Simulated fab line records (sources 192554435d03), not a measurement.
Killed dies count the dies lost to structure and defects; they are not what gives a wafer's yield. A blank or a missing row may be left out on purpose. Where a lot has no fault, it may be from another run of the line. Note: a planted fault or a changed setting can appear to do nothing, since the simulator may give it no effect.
Matching of chambers    flow n5-finfet    4 sister chambers for N5_DUMMY_GATE_ETCH_32 on rie-si-05
The step etches SiO2 in CF4, target depth 3.5 nm, time 3.9 s. 14 wafers are shown with their chamber, then 7 later ones without.

## WAFERS WITH THEIR CHAMBER
wafer   chamber  drypump-motor-current-A (A)  throttle-valve-pct (%)  he-backside-leak-sccm (sccm)
L075.1  0        6.0                          21.56                   2.6
L075.5  1        5.8                          21.35                   2.9
L075.6  2        4.8                          21.40                   2.7
L076.1  2        4.9                          21.39                   2.8
L076.3  3        6.1                          21.42                   2.9
L076.4  1        5.8                          21.33                   3.0
L078.3  2        4.9                          21.39                   2.9
L078.4  0        6.0                          21.56                   2.8
L078.6  3        6.1                          21.41                   3.1
L079.2  2        4.9                          21.41                   2.7
L079.3  1        5.7                          21.32                   2.8
L079.4  3        6.1                          21.42                   3.0
L080.1  0        6.0                          21.56                   2.8
L080.3  2        4.9                          21.38                   2.8

SIGNATURES (means of the wafers above)
reading                  chamber 0  chamber 1  chamber 2  chamber 3  scatter within a chamber
drypump-motor-current-A  6.000      5.767      4.880      6.100      0.0383
throttle-valve-pct       21.5600    21.3333    21.3940    21.4167    0.0103
he-backside-leak-sccm    2.733      2.900      2.780      3.000      0.0973
Rule: a wafer's distance from a chamber is the root of the sum, over the readings, of the square of ((its reading less the chamber's mean) divided by the reading's scatter). If the next closest chamber is less than 2 further off than the closest, the wafer can't be placed; otherwise it belongs to the closest. The scatter: the root of (the sum of the squares of (reading less its chamber's mean) over the shown wafers, divided by (wafers less chambers)).

## WAFERS WHOSE CHAMBER IS MISSING
wafer   drypump-motor-current-A (A)  throttle-valve-pct (%)  he-backside-leak-sccm (sccm)
L080.5  6.0                          21.58                   2.8
L083.2  6.1                          21.44                   3.0
L083.5  6.1                          21.42                   3.1
L083.6  4.9                          21.39                   2.8
L089.1  5.8                          21.34                   2.9
L089.2  6.1                          21.42                   3.0
L089.4  4.9                          21.39                   2.9

## WHICH CHAMBER EACH ONE RAN IN
wafer   from the rows above  in truth
L080.5  0                    0
L083.2  3                    3
L083.5  3                    3
L083.6  2                    2
L089.1  1                    1
L089.2  3                    3
L089.4  2                    2
Placed correctly: 7 of 7. From these rows, 0 cannot be placed. Wrongly placed: 0.
